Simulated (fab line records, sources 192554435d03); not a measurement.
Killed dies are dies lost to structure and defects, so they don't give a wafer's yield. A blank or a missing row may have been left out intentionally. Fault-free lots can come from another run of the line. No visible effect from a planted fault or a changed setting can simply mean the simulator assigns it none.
Lot-split experiment | flow n5Finfet | on a route of 1938 steps: 7 lots, 21 wafers read

## ABOUT THE SPLIT
At N5_BEOL_M9_HM_DEP_02 (deposits TiN, target thk 20 nm), the setting targetThkA was moved away from the recipe's 200 angstrom on 10 of the 21 wafers read, by -8.1% to +11.1%. The other wafers ran this setting at the recipe's value.

## FROM THE SPLIT TO THE READING: what the file shows between them, 6 steps
- N5_BEOL_M9_DESCUM_16: chemistry O2, time 7.9 s (also split here: timeS)
- N5_BEOL_M9_ETCH_61: etches SiARC in CF4, target depth 39 nm, time 65 s
- N5_BEOL_M9_ETCH_62: etches SOC in N2/H2, target depth 110 nm, overetch 22 nm, time 165 s
- N5_BEOL_M9_STRIP_68: strips in N2/H2
- N5_BEOL_M9_STRIP_67: strips in CF4
- N5_BEOL_M9_HM_OPEN_17: chemistry Cl2/BCl3, target TiN, target depth 20 nm, overetch 6 nm

## THE READING
TiN_of_BEOL_M9_HM_DEP_02.thkNm (the simulator's own value, which no gauge read), in nm, at N5_BEOL_M9_TRENCH_ETCH_37 (etches SiCOH lowk in C4F6/O2, target depth 151.43 nm, time 49 s). The file does not state a usual value for it. Across the 11 wafers here that went through the recipe, the average is 15.7 nm and the standard deviation 0.36 nm.

wafer  | tool, chamber at the split | targetThkA as run, angstrom | against the recipe | TiN_of_BEOL_M9_HM_DEP_02.thkNm, nm | against lot-mates on the recipe
L074.1 | pvdSputter-01, -           | 200                         | recipe             | 15.8                               | -
L074.2 | pvdSputter-01, -           | 200                         | recipe             | 15.6                               | -
L074.6 | pvdSputter-01, -           | 215.6                       | +7.8%              | 17.4                               | +1.7
L076.1 | pvdSputter-02, -           | 222.2                       | +11.1%             | 17.8                               | no lot-mate on the recipe
L076.3 | pvdSputter-02, -           | 222.2                       | +11.1%             | 17.8                               | no lot-mate on the recipe
L076.6 | pvdSputter-02, -           | 222.2                       | +11.1%             | 18.2                               | no lot-mate on the recipe
L078.3 | pvdSputter-03, -           | 200                         | recipe             | 16.2                               | -
L078.4 | pvdSputter-03, -           | 200                         | recipe             | 16                                 | -
L078.6 | pvdSputter-03, -           | 200                         | recipe             | 16                                 | -
L081.1 | pvdSputter-03, -           | 200                         | recipe             | 15.4                               | -
L081.2 | pvdSputter-03, -           | 183.9                       | -8.1%              | 14                                 | -1.4
L081.6 | pvdSputter-03, -           | 183.9                       | -8.1%              | 14                                 | -1.4
L080.1 | pvdSputter-03, -           | 200                         | recipe             | 16                                 | -
L080.3 | pvdSputter-03, -           | 191.8                       | -4.1%              | 15.4                               | -0.6
L080.5 | pvdSputter-03, -           | 191.8                       | -4.1%              | 15.2                               | -0.8
L088.2 | pvdSputter-02, -           | 200                         | recipe             | 15.8                               | -
L088.3 | pvdSputter-02, -           | 215                         | +7.5%              | 17                                 | +1.2
L088.5 | pvdSputter-02, -           | 215                         | +7.5%              | 17                                 | +1.2
L097.2 | pvdSputter-01, -           | 200                         | recipe             | 15.6                               | -
L097.3 | pvdSputter-01, -           | 200                         | recipe             | 15                                 | -
L097.5 | pvdSputter-01, -           | 200                         | recipe             | 15.2                               | -

FIT RESULTS
A straight line over all 21 wafers: TiN_of_BEOL_M9_HM_DEP_02.thkNm changes by +0.194 nm for each +1% of targetThkA; r = +0.96; the points scatter about the line by 0.32 nm.
The same after taking each lot's own level away (the mean of its wafers on the recipe; 18 wafers): +0.177 nm for each +1%; r = +0.98; scatter 0.16 nm.
The reading moves by 2 nm for the largest change in targetThkA, on that fit.
The lots' own levels span 15.27 to 16.07 nm, that is 2.3 times the standard deviation above.
The two slopes agree, so the slope changes little with the lot-to-lot level.
Check: -1.42 nm against its lot-mates is what the line predicts for one of the wafers moved furthest among these (-8.1%) when that wafer is left out of the fit. It came out at -1.4 nm against them.

## FURTHER SPLITS ON THESE WAFERS
These wafers also went through other splits before the reading. Each is held against what the fit with the lots' levels taken away leaves over:
other split on the same wafers | wafers away from the commonest value | r with TiN_of_BEOL_M9_HM_DEP_02.thkNm (lot level and that fit taken away)
N5_BEOL_M9_DESCUM_16 timeS     | 8                                    | +0.05

## THE WHOLE CHAIN: every reading that the file lists as answering this split, in the file's order
step                      | what it does                                                      | reading                                                                         | change (the file's fit)               | r (the file's)
N5_BEOL_M9_HM_DEP_02      | deposits TiN, target thk 20 nm                                    | TiN_of_BEOL_M9_HM_DEP_02.thkNm (the simulator's own value, which no gauge read) | +0.199 nm for each +1% of the setting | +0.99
N5_BEOL_M9_HM_OPEN_17     | chemistry Cl2/BCl3, target TiN, target depth 20 nm, overetch 6 nm | etch.depthNm (the simulator's own value, which no gauge read)                   | +0.194 nm for each +1% of the setting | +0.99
N5_BEOL_M9_TRENCH_ETCH_37 | etches SiCOH lowk in C4F6/O2, target depth 151.43 nm, time 49 s   | TiN_of_BEOL_M9_HM_DEP_02.thkNm (the simulator's own value, which no gauge read) | +0.183 nm for each +1% of the setting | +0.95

## FILE'S OWN FIT
TiN_of_BEOL_M9_HM_DEP_02.thkNm changes by +0.183 nm for each +1% of targetThkA, r = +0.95.
